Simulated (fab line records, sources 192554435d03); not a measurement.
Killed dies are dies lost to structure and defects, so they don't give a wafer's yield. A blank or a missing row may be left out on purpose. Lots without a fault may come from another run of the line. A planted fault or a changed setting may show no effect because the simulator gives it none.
Split-lot experiment | flow n5_finfet | 7 lots, 21 wafers read, on a route of 1938 steps

THE SPLIT
At N5_FIN_SAQP_PEB_14 (peb time 60 s), the setting peb_time_s was moved away from the recipe's 60 s on 6 of the 21 wafers read, by -15.8% to +20.1%. The other wafers ran this setting at the recipe's value.

FROM THE SPLIT TO THE READING: what the file shows between them, 1 step
- N5_FIN_SAQP_DEVELOP_15: develop time 30 s

THE READING
cd_nm, in nm, at N5_FIN_SAQP_CD_MEAS_16 (target cd 35.6 nm). Fault-free wafers of this fab line usually give 35.7 nm, standard deviation 0.33 nm.

wafer  | tool, chamber at the split | peb_time_s as run, s | against the recipe | cd_nm, nm | against lot-mates on the recipe
L074.1 | litho_track-03, 0          | 51.65                | -13.9%             | 37.7      | +2.2
L074.2 | litho_track-03, 0          | 60                   | recipe             | 35.7      | -
L074.6 | litho_track-03, 0          | 60                   | recipe             | 35.3      | -
L075.1 | litho_track-03, 0          | 60                   | recipe             | 35.4      | -
L075.3 | litho_track-03, 0          | 60                   | recipe             | 36.0      | -
L075.4 | litho_track-03, 0          | 60                   | recipe             | 36.1      | -
L084.1 | litho_track-05, 0          | 60                   | recipe             | 35.8      | -
L084.3 | litho_track-05, 0          | 51.28                | -14.5%             | 37.8      | +2.0
L084.5 | litho_track-05, 0          | 51.28                | -14.5%             | 38.1      | +2.3
L088.1 | litho_track-01, 0          | 60                   | recipe             | 35.0      | -
L088.2 | litho_track-01, 0          | 60                   | recipe             | 34.7      | -
L088.5 | litho_track-01, 0          | 60                   | recipe             | 35.2      | -
L089.1 | litho_track-03, 0          | 50.51                | -15.8%             | 37.8      | +2.1
L089.2 | litho_track-03, 0          | 50.51                | -15.8%             | 38.2      | +2.5
L089.6 | litho_track-03, 0          | 60                   | recipe             | 35.7      | -
L091.1 | litho_track-03, 0          | 60                   | recipe             | 35.5      | -
L091.4 | litho_track-03, 0          | 60                   | recipe             | 35.6      | -
L091.6 | litho_track-03, 0          | 60                   | recipe             | 35.8      | -
L095.1 | litho_track-03, 0          | 60                   | recipe             | 36.0      | -
L095.3 | litho_track-03, 0          | 72.08                | +20.1%             | 33.8      | -2.2
L095.5 | litho_track-03, 0          | 60                   | recipe             | 35.9      | -

THE FIT
A straight line over all 21 wafers: cd_nm changes by -0.134 nm for each +1% of peb_time_s; r = -0.94; the points scatter about the line by 0.43 nm.
The same after taking each lot's own level away (the mean of its wafers on the recipe; 21 wafers): -0.135 nm for each +1%; r = -0.98; scatter 0.24 nm.
On that fit, the largest move of peb_time_s shifts the reading by 2.7 nm.
The lots' own levels span 34.97 to 35.95 nm, that is 3.0 times the standard deviation above.
So the lot-to-lot level changes the slope little: the two slopes agree.
Check: with one of the wafers moved furthest among these (+20.1%) left out of the fit, the line predicts -2.99 nm for it against its lot-mates. It came out at -2.15 nm against them.

OTHER SPLITS ON THESE WAFERS
These wafers also went through other splits before the reading. Each is held against what the fit with the lots' levels taken away leaves over:
other split on the same wafers                    | wafers away from the commonest value | r with cd_nm (lot level and that fit taken away)
N5_WELL_APT_COAT_19 spin_rpm                      | 10                                   | +0.08
N5_WELL_APT_PEB_23 peb_time_s                     | 4                                    | -0.01
N5_PMOS_HMC_CHANNEL_EPI_PEB_07 peb_temp_c         | 7                                    | +0.17
N5_PMOS_HMC_CHANNEL_EPI_DEVELOP_08 develop_time_s | 7                                    | +0.26

THE FILE'S OWN FIT
cd_nm changes by -0.133 nm for each +1% of peb_time_s, r = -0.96.
